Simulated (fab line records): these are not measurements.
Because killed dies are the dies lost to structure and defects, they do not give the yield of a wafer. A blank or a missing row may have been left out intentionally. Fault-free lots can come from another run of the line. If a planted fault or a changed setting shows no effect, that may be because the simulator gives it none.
Matching of chambers | flow nand-harc | ald-sin-03 running NHARC_P_GATE_ALD_36: 3 sister chambers
The step deposits SiNx, target thk 20 nm, pulse time 60 s, ald cycles 223. 14 wafers are shown with their chamber, then 5 later ones without.

## WAFERS WITH THEIR CHAMBER
wafer  | chamber | heater-power-w (W) | precursor-pulse-height-rel
L078.2 | 0       | 705                | 1.007
L078.6 | 2       | 914                | 1.000
L078.5 | 3       | 731                | 0.972
L081.2 | 3       | 760                | 0.988
L081.5 | 3       | 738                | 0.969
L081.6 | 0       | 730                | 0.972
L085.4 | 0       | 714                | 0.997
L085.3 | 2       | 919                | 1.010
L085.2 | 3       | 747                | 0.993
L086.4 | 3       | 742                | 0.990
L086.3 | 0       | 715                | 1.016
L086.6 | 3       | 745                | 0.990
L089.3 | 2       | 912                | 1.007
L089.4 | 0       | 716                | 0.991

SIGNATURES (averages over the wafers above)
reading                    | chamber 0 | chamber 2 | chamber 3 | scatter within a chamber
heater-power-w             | 716.00    | 915.00    | 743.83    | 8.65
precursor-pulse-height-rel | 0.99660   | 1.00567   | 0.98367   | 0.0125
Rule: for a wafer and a chamber, the distance is found by dividing, reading by reading, the gap between the wafer's reading and the chamber's mean by the reading's scatter, squaring, summing and taking the root. If the next closest chamber is less than 2 further off than the closest, the wafer can't be placed; otherwise it belongs to the closest. The scatter is the square root of a quotient: the sum, over the shown wafers, of each reading's squared deviation from its chamber's mean, divided by wafers minus chambers.

## WAFERS WITH NO CHAMBER GIVEN
wafer  | heater-power-w (W) | precursor-pulse-height-rel
L089.5 | 893                | 1.010
L093.2 | 745                | 0.992
L093.5 | 745                | 1.005
L097.4 | 914                | 1.021
L097.2 | 719                | 0.994

## THE CHAMBER EACH PASSED THROUGH
wafer  | from the rows above     | in truth
L089.5 | 2                       | 2
L093.2 | 3                       | 3
L093.5 | can't be placed: 3 or 0 | 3
L097.4 | 2                       | 2
L097.2 | 0                       | 0
Correctly placed: 4 of 5. Cannot be placed on the basis of these rows: 1; the candidates contain the true chamber in 1. Placed wrongly: 0.
